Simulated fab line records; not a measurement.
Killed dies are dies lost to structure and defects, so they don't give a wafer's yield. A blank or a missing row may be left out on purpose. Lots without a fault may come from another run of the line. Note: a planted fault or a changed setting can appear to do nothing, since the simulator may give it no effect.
Lot-split experiment	flow n5 finfet	21 wafers read across 7 lots, on a route 1938 steps long

ON THE SPLIT
At N5_BEOL_M8_ETCH_66 (etches SOC in N2/H2, target depth 80 nm, overetch 16 nm, time 120 s), the setting source w was moved away from the recipe's 840 W on 3 of the 21 wafers read, by -6.8% to +9.1%. All remaining wafers had this setting at the recipe value.

The reading comes from the split's own step.

THE READING
rf vpp V, in V, at N5_BEOL_M8_ETCH_66 (etches SOC in N2/H2, target depth 80 nm, overetch 16 nm, time 120 s). On this fab line, fault-free wafers typically give 522.8 V with a standard deviation of 2.1 V.

wafer	tool, chamber at the split	source w as run, W	against the recipe	rf vpp V, V	against lot-mates on the recipe
L081.2	rie diel-03, 0	840	recipe	527.0	-
L081.4	rie diel-03, 1	840	recipe	521.9	-
L081.6	rie diel-03, 2	840	recipe	525.1	-
L082.4	rie diel-03, 2	840	recipe	524.5	-
L082.5	rie diel-03, 1	840	recipe	520.9	-
L082.6	rie diel-03, 0	916.7	+9.1%	509.8	-12.9
L085.2	rie diel-02, 0	840	recipe	519.4	-
L085.3	rie diel-02, 3	840	recipe	521.3	-
L085.4	rie diel-02, 2	840	recipe	522.2	-
L086.1	rie diel-02, 1	840	recipe	522.3	-
L086.3	rie diel-02, 0	840	recipe	520.6	-
L086.5	rie diel-02, 3	840	recipe	522.3	-
L089.4	rie diel-06, 2	840	recipe	522.3	-
L089.5	rie diel-06, 1	840	recipe	524.9	-
L089.6	rie diel-06, 0	840	recipe	520.2	-
L090.2	rie diel-06, 1	840	recipe	525.5	-
L090.3	rie diel-06, 0	840	recipe	521.4	-
L090.4	rie diel-06, 2	840	recipe	523.4	-
L097.4	rie diel-06, 0	782.6	-6.8%	535.3	+10.9
L097.5	rie diel-06, 2	840	recipe	524.4	-
L097.6	rie diel-06, 3	782.6	-6.8%	541.2	+16.8

FIT RESULTS
A straight line over all 21 wafers: rf vpp V changes by -1.86 V for each +1% of source w; r = -0.91; the points scatter about the line by 2.5 V.
The same after taking each lot's own level away (the mean of its wafers on the recipe; 21 wafers): -1.73 V for each +1%; r = -0.93; scatter 2 V.
The reading moves by 16 V for the largest change in source w, on that fit.
The span of the lots' own levels, 520.97 to 524.67 V, comes to 1.8 times the standard deviation stated above.
The two slopes are in agreement: the lot-to-lot level therefore moves the slope only a little.
Check: -18.5 V against its lot-mates is what the line predicts for one of the wafers moved furthest among these (+9.1%) when that wafer is left out of the fit. Against them it came out at -12.9 V.
Tool readings at the split's step, against how far the setting was moved: rf vpp V r = -0.91.

THE OTHER SPLITS THESE WAFERS WENT THROUGH
Before the reading, these wafers also passed through other splits. Each is held against what the fit with the lots' levels taken away leaves over:
other split on the same wafers	wafers away from the commonest value	r with rf vpp V (lot level and that fit taken away)
N5_BEOL_M7_TRENCH_ETCH_37 source w	5	-0.25
N5_BEOL_M8_COAT_59 spin rpm	7	+0.33
N5_BEOL_M8_DESCUM_16 time s	6	-0.02

FILE'S OWN FIT
rf vpp V changes by -1.64 V for each +1% of source w, r = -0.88.
